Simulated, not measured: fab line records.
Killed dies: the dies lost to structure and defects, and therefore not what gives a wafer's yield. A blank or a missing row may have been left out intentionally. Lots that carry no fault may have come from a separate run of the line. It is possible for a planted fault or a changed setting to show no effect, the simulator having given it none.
Check for tools in common    flow nand harc    Lots sampled 12, wafers sampled 36

THE REASON FOR OPENING IT
On 1 of the 12 lots, a flag is raised at NHARC_END_SORT_01 on the reading killed at other. No-fault wafers: 1.0, standard deviation 1.2.
Rule: a lot is flagged in two cases, either no wafer of it has a number, or all its wafers with numbers fall more than 4 standard deviations from that mean. The rest of the lots are taken to be sound.

lot   measured      on         killed at other, wafer by wafer  flag
L800  day 25 03:39  prober-02  1 1 1                            
L798  day 25 15:17  prober-02  1 2 0                            
L804  day 26 05:01  prober-02  2 1 1                            
L803  day 26 09:28  prober-01  1 2 4                            
L806  day 27 08:33  prober-01  0 0 0                            
L813  day 30 04:41  prober-02  608 598 607                      FLAGGED
L816  day 31 15:04  prober-02  1 0 0                            
L817  day 32 00:02  prober-01  0 3 2                            
L818  day 33 00:26  prober-02  4 1 3                            
L819  day 33 00:31  prober-01  2 0 3                            
L820  day 33 08:15  prober-02  1 0 1                            
L821  day 33 19:42  prober-02  0 2 2                            
On average the flagged lots read 604.3, which is +603.3 against the usual, or +99 or more standard deviations.

TOOL THAT RAN EACH LOT
The record holds 3 process steps before the reading, out of a route of 1302 steps. Each cell gives the tool, then ch followed by the chambers the sampled wafers passed through, then the start.
lot   flag     NHARC_A_BONDPAD_PRE_CLEAN_26             NHARC_THIN_TSV_STRIP_45               NHARC_THIN_TSV_ETCHBACK_48
L800           pvd sputter-02, day 24 12:10 or earlier  plasma asher-01 ch 0,1, day 24 12:10  rie diel-13 ch 0,1,2, day 24 13:22
L798           pvd sputter-02, day 25 00:20 or earlier  plasma asher-01 ch 0,1, day 25 00:20  rie diel-03 ch 1,2,3, day 25 01:35
L804           pvd sputter-02, day 25 15:13 or earlier  plasma asher-02 ch 0,1, day 25 15:13  rie diel-02 ch 1,2, day 25 16:26
L803           pvd sputter-03, day 25 16:29 or earlier  plasma asher-01 ch 0,1, day 25 16:29  rie diel-03 ch 1,2,3, day 25 17:38
L806           pvd sputter-03, day 26 17:20 or earlier  plasma asher-01 ch 0,1, day 26 17:20  rie diel-13 ch 2,3, day 26 18:32
L813  FLAGGED  pvd sputter-02, day 29 16:07 or earlier  plasma asher-01 ch 0,1, day 29 16:07  rie diel-02 ch 0,2,3, day 29 17:19
L816           pvd sputter-02, day 31 01:10 or earlier  plasma asher-02 ch 0, day 31 01:10    rie diel-02 ch 2,3, day 31 02:22
L817           pvd sputter-02, day 31 07:37 or earlier  plasma asher-01 ch 0,1, day 31 07:37  rie diel-03 ch 1,2, day 31 08:45
L818           pvd sputter-01, day 32 07:04 or earlier  plasma asher-01 ch 0,1, day 32 07:04  rie diel-13 ch 0,2,3, day 32 08:16
L819           pvd sputter-03, day 32 13:17 or earlier  plasma asher-01 ch 0,1, day 32 13:17  rie diel-13 ch 0,1,2, day 32 14:26
L820           pvd sputter-01, day 32 16:53 or earlier  plasma asher-02 ch 0,1, day 32 16:53  rie diel-02 ch 1,2, day 32 18:02
L821           pvd sputter-02, day 33 05:20 or earlier  plasma asher-02 ch 0,1, day 33 05:20  rie diel-03 ch 0,1,3, day 33 06:29
These steps, and what they do:
- NHARC_A_BONDPAD_PRE_CLEAN_26: time 30 s.
- NHARC_THIN_TSV_STRIP_45: strips in O2.
- NHARC_THIN_TSV_ETCHBACK_48: etches the open film in C4F8/Ar, target depth 1028.5 nm, time 405.17 s.
- NHARC_END_SORT_01

FLAGGED OVER TOTAL, TOOL BY TOOL (the gauges that took the reading come last)
step                          tool             lots run  flagged  share of the flagged lots  sound lots run after its first flagged lot
NHARC_A_BONDPAD_PRE_CLEAN_26  pvd sputter-01   2         0        none                       -
NHARC_A_BONDPAD_PRE_CLEAN_26  pvd sputter-02   7         1        all                        3 (L816,L817,L821)
NHARC_A_BONDPAD_PRE_CLEAN_26  pvd sputter-03   3         0        none                       -
NHARC_THIN_TSV_STRIP_45       plasma asher-01  8         1        all                        3 (L817,L818,L819)
NHARC_THIN_TSV_STRIP_45       plasma asher-02  4         0        none                       -
NHARC_THIN_TSV_ETCHBACK_48    rie diel-02      4         1        all                        2 (L816,L820)
NHARC_THIN_TSV_ETCHBACK_48    rie diel-03      4         0        none                       -
NHARC_THIN_TSV_ETCHBACK_48    rie diel-13      4         0        none                       -
NHARC_END_SORT_01             prober-01        4         0        none                       -
NHARC_END_SORT_01             prober-02        8         1        all                        4 (L816,L818,L820,L821)
NHARC_A_BONDPAD_PRE_CLEAN_26 gives no start for some lots, so the hours and the order of its lots are those of NHARC_THIN_TSV_STRIP_45.

WHAT THE TABLE ALLOWS
4 rows of the table ran every flagged lot: pvd sputter-02 at NHARC_A_BONDPAD_PRE_CLEAN_26, plasma asher-01 at NHARC_THIN_TSV_STRIP_45, rie diel-02 at NHARC_THIN_TSV_ETCHBACK_48, prober-02 at NHARC_END_SORT_01.
- pvd sputter-02 at NHARC_A_BONDPAD_PRE_CLEAN_26: 1 of its 7 lots flagged. After the first flagged lot (L816, L817, L821), sound lots still ran on it; a lasting fault on the whole tool would not permit that.
- plasma asher-01 at NHARC_THIN_TSV_STRIP_45: 1 of its 8 lots flagged. After the first flagged lot (L817, L818, L819), sound lots still ran on it; a lasting fault on the whole tool would not permit that.
- rie diel-02 at NHARC_THIN_TSV_ETCHBACK_48: 1 of its 4 lots flagged. After the first flagged lot (L816, L820), sound lots still ran on it; a lasting fault on the whole tool would not permit that. On the flagged lots its readings are blank where sound lots have values: bias w, chamber pressure mTorr, oes product au, rf vpp V.
- prober-02 at NHARC_END_SORT_01: 1 of its 8 lots flagged. After the first flagged lot (L816, L818, L820, L821), sound lots still ran on it; a lasting fault on the whole tool would not permit that.
Not one row of the table ran every flagged lot while running no sound lot after the first.

WHAT HAD BEEN PUT IN BY THE SIMULATOR
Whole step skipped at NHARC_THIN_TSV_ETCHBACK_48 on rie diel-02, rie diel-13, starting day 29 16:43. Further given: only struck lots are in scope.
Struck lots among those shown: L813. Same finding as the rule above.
